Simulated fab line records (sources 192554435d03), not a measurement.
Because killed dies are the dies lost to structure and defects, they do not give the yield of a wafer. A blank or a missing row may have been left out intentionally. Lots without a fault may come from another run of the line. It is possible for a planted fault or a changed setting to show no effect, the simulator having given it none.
Lot-split experiment    flow n5-finfet    route with 1938 steps; 7 lots, 21 wafers read

== THE SPLIT ==
At N5_SD_EPI_P_EPI_21 (deposits SiGe:B, time 355 s), the setting temp-c was moved away from the recipe's 550 C on 4 of the 21 wafers read, by -0.5% to +0.3%. All remaining wafers had this setting at the recipe value.

Split to reading: the file shows no intervening step.

== THE READING ==
SiGe-B_of_SD_EPI_P_EPI_21.thk-nm (the simulator's own value, which no gauge read), in nm, at N5_SD_EPI_P_HM_STRIP_48 (strips SiNx in H3PO4, material SiNx, target depth 3 nm). The file does not state a usual value for it. Here, 17 wafers ran the recipe; their average is 61.0 nm with a standard deviation of 0.72 nm.

wafer   tool, chamber at the split  temp-c as run, C  against the recipe  SiGe-B_of_SD_EPI_P_EPI_21.thk-nm, nm  against lot-mates on the recipe
L074.1  epi-rpcvd-04, 0             550               recipe              60.4                                  -
L074.3  epi-rpcvd-04, 0             550               recipe              60.4                                  -
L074.2  epi-rpcvd-04, 0             550               recipe              61.8                                  -
L079.3  epi-rpcvd-02, 0             547.4             -0.5%               57.2                                  -4.0
L079.5  epi-rpcvd-02, 0             550               recipe              61.2                                  -
L079.6  epi-rpcvd-02, 0             547.4             -0.5%               57.8                                  -3.4
L084.1  epi-rpcvd-04, 0             550               recipe              60.8                                  -
L084.2  epi-rpcvd-04, 0             550               recipe              61                                    -
L084.5  epi-rpcvd-04, 0             550               recipe              61.2                                  -
L087.3  epi-rpcvd-04, 0             550               recipe              60                                    -
L087.5  epi-rpcvd-04, 0             548.7             -0.2%               58.6                                  -1.1
L087.6  epi-rpcvd-04, 0             550               recipe              59.4                                  -
L088.1  epi-rpcvd-01, 0             551.6             +0.3%               63.4                                  +1.6
L088.2  epi-rpcvd-01, 0             550               recipe              62.2                                  -
L088.3  epi-rpcvd-01, 0             550               recipe              61.4                                  -
L092.4  epi-rpcvd-02, 0             550               recipe              60.8                                  -
L092.5  epi-rpcvd-02, 0             550               recipe              60.2                                  -
L092.6  epi-rpcvd-02, 0             550               recipe              61.2                                  -
L095.2  epi-rpcvd-01, 0             550               recipe              61.4                                  -
L095.3  epi-rpcvd-01, 0             550               recipe              61.8                                  -
L095.6  epi-rpcvd-01, 0             550               recipe              61.8                                  -

THE FIT
A straight line over all 21 wafers: SiGe-B_of_SD_EPI_P_EPI_21.thk-nm changes by +7.78 nm for each +1% of temp-c; r = +0.88; the points scatter about the line by 0.7 nm.
The same after taking each lot's own level away (the mean of its wafers on the recipe; 21 wafers): +7.15 nm for each +1%; r = +0.94; scatter 0.43 nm.
Per that fit: largest temp-c move, reading shift of 3.4 nm.
Across the lots, their own levels run from 59.70 to 61.80 nm, a range of 2.9 times the standard deviation given above.
The two slopes are in agreement: the lot-to-lot level therefore moves the slope only a little.
Check: with one of the wafers moved furthest among these (-0.5%) left out of the fit, the line predicts -3.03 nm for it against its lot-mates. Against them it came out at -4 nm.

== ADDITIONAL SPLITS CARRIED BY THESE WAFERS ==
Other splits were also applied to these wafers ahead of the reading. Each is held against what the fit with the lots' levels taken away leaves over:
other split on the same wafers  wafers away from the commonest value  r with SiGe-B_of_SD_EPI_P_EPI_21.thk-nm (lot level and that fit taken away)
N5_WELL_APT_COAT_02 spin-rpm    9                                     -0.05
N5_WELL_APT_DESCUM_13 time-s    6                                     -0.07
N5_FIN_SAQP_COAT_68 spin-rpm    8                                     -0.11
N5_DUMMY_GATE_HM_DEP_06 time-s  15                                    -0.26
N5_DUMMY_GATE_COAT_28 spin-rpm  5                                     +0.24
N5_SD_EPI_N_EXPOSE_06 dose-mj   9                                     -0.26

== THE WHOLE CHAIN: every reading that the file lists as answering this split, in the file's order ==
step                     what it does                                            reading                                                                            change (the file's fit)               r (the file's)
N5_SD_EPI_P_EPI_21       deposits SiGe:B, time 355 s                             SiGe-B_of_SD_EPI_P_EPI_21.thk-nm (the simulator's own value, which no gauge read)  +6.99 nm for each +1% of the setting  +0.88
N5_SD_EPI_P_HM_STRIP_48  strips SiNx in H3PO4, material SiNx, target depth 3 nm  SiGe-B_of_SD_EPI_P_EPI_21.thk-nm (the simulator's own value, which no gauge read)  +6.8 nm for each +1% of the setting   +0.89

== THE FILE'S OWN FIT ==
SiGe-B_of_SD_EPI_P_EPI_21.thk-nm changes by +6.8 nm for each +1% of temp-c, r = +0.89.
